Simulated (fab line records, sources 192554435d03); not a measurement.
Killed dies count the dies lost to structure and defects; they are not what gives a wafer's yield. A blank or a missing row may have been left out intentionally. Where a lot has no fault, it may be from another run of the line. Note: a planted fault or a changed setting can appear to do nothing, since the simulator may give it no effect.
Split-lot trial / flow n5 finfet / on a route of 1938 steps: 7 lots, 21 wafers read

== SPLIT DETAILS ==
At N5_MOL_CONTACT_COAG_VIA_ETCH_117 (etches SiO2 in C4F6/O2, target depth 40 nm, overetch 8 nm, time 26 s), the setting bias w was moved away from the recipe's 455 W on 7 of the 21 wafers read, by -10.7% to +17.2%. All remaining wafers had this setting at the recipe value.

The reading is taken at the split's own step.

== THE READING ==
rf vpp V, in V, at N5_MOL_CONTACT_COAG_VIA_ETCH_117 (etches SiO2 in C4F6/O2, target depth 40 nm, overetch 8 nm, time 26 s). Typical for fault-free wafers on this fab line: 1591 V, with standard deviation 27 V.

wafer=L074.1; tool, chamber at the split=rie diel-05, 2; bias w as run, W=406.1; against the recipe=-10.7%; rf vpp V, V=1444; against lot-mates on the recipe=-183
wafer=L074.3; tool, chamber at the split=rie diel-05, 0; bias w as run, W=455; against the recipe=recipe; rf vpp V, V=1627; against lot-mates on the recipe=-
wafer=L074.5; tool, chamber at the split=rie diel-05, 2; bias w as run, W=406.1; against the recipe=-10.7%; rf vpp V, V=1446; against lot-mates on the recipe=-181
wafer=L075.3; tool, chamber at the split=rie diel-01, 0; bias w as run, W=455; against the recipe=recipe; rf vpp V, V=1617; against lot-mates on the recipe=-
wafer=L075.4; tool, chamber at the split=rie diel-01, 3; bias w as run, W=455; against the recipe=recipe; rf vpp V, V=1560; against lot-mates on the recipe=-
wafer=L075.5; tool, chamber at the split=rie diel-01, 0; bias w as run, W=455; against the recipe=recipe; rf vpp V, V=1619; against lot-mates on the recipe=-
wafer=L082.2; tool, chamber at the split=rie diel-01, 3; bias w as run, W=533.1; against the recipe=+17.2%; rf vpp V, V=1755; against lot-mates on the recipe=+140
wafer=L082.3; tool, chamber at the split=rie diel-01, 0; bias w as run, W=455; against the recipe=recipe; rf vpp V, V=1618; against lot-mates on the recipe=-
wafer=L082.4; tool, chamber at the split=rie diel-01, 1; bias w as run, W=455; against the recipe=recipe; rf vpp V, V=1612; against lot-mates on the recipe=-
wafer=L087.1; tool, chamber at the split=rie diel-02, 1; bias w as run, W=455; against the recipe=recipe; rf vpp V, V=1608; against lot-mates on the recipe=-
wafer=L087.4; tool, chamber at the split=rie diel-02, 0; bias w as run, W=512.3; against the recipe=+12.6%; rf vpp V, V=1762; against lot-mates on the recipe=+176
wafer=L087.5; tool, chamber at the split=rie diel-02, 3; bias w as run, W=455; against the recipe=recipe; rf vpp V, V=1565; against lot-mates on the recipe=-
wafer=L090.2; tool, chamber at the split=rie diel-01, 2; bias w as run, W=507.4; against the recipe=+11.5%; rf vpp V, V=1703; against lot-mates on the recipe=+87
wafer=L090.3; tool, chamber at the split=rie diel-01, 1; bias w as run, W=507.4; against the recipe=+11.5%; rf vpp V, V=1748; against lot-mates on the recipe=+132
wafer=L090.4; tool, chamber at the split=rie diel-01, 0; bias w as run, W=455; against the recipe=recipe; rf vpp V, V=1616; against lot-mates on the recipe=-
wafer=L094.3; tool, chamber at the split=rie diel-05, 1; bias w as run, W=455; against the recipe=recipe; rf vpp V, V=1607; against lot-mates on the recipe=-
wafer=L094.4; tool, chamber at the split=rie diel-05, 1; bias w as run, W=455; against the recipe=recipe; rf vpp V, V=1607; against lot-mates on the recipe=-
wafer=L094.5; tool, chamber at the split=rie diel-05, 2; bias w as run, W=455; against the recipe=recipe; rf vpp V, V=1571; against lot-mates on the recipe=-
wafer=L097.1; tool, chamber at the split=rie diel-02, 0; bias w as run, W=455; against the recipe=recipe; rf vpp V, V=1614; against lot-mates on the recipe=-
wafer=L097.2; tool, chamber at the split=rie diel-02, 2; bias w as run, W=480.2; against the recipe=+5.5%; rf vpp V, V=1669; against lot-mates on the recipe=+58
wafer=L097.4; tool, chamber at the split=rie diel-02, 1; bias w as run, W=455; against the recipe=recipe; rf vpp V, V=1607; against lot-mates on the recipe=-

THE FIT
A straight line over all 21 wafers: rf vpp V changes by +11.6 V for each +1% of bias w; r = +0.96; the points scatter about the line by 24 V.
The same after taking each lot's own level away (the mean of its wafers on the recipe; 21 wafers): +12 V for each +1%; r = +0.95; scatter 28 V.
On that fit, the largest move of bias w shifts the reading by 2.1e+02 V.
Measured against the standard deviation above, the lots' own levels, which go from 1586.5 to 1627.0 V, span 1.5 times it.
The two slopes are in agreement: the lot-to-lot level therefore moves the slope only a little.
Check: with one of the wafers moved furthest among these (+17.2%) left out of the fit, the line predicts +220 V for it against its lot-mates. Against them it came out at +140 V.
Tool readings at the split's step, against how far the setting was moved: rf vpp V r = +0.96.

== THE FILE'S OWN FIT ==
rf vpp V changes by +11.1 V for each +1% of bias w, r = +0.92.
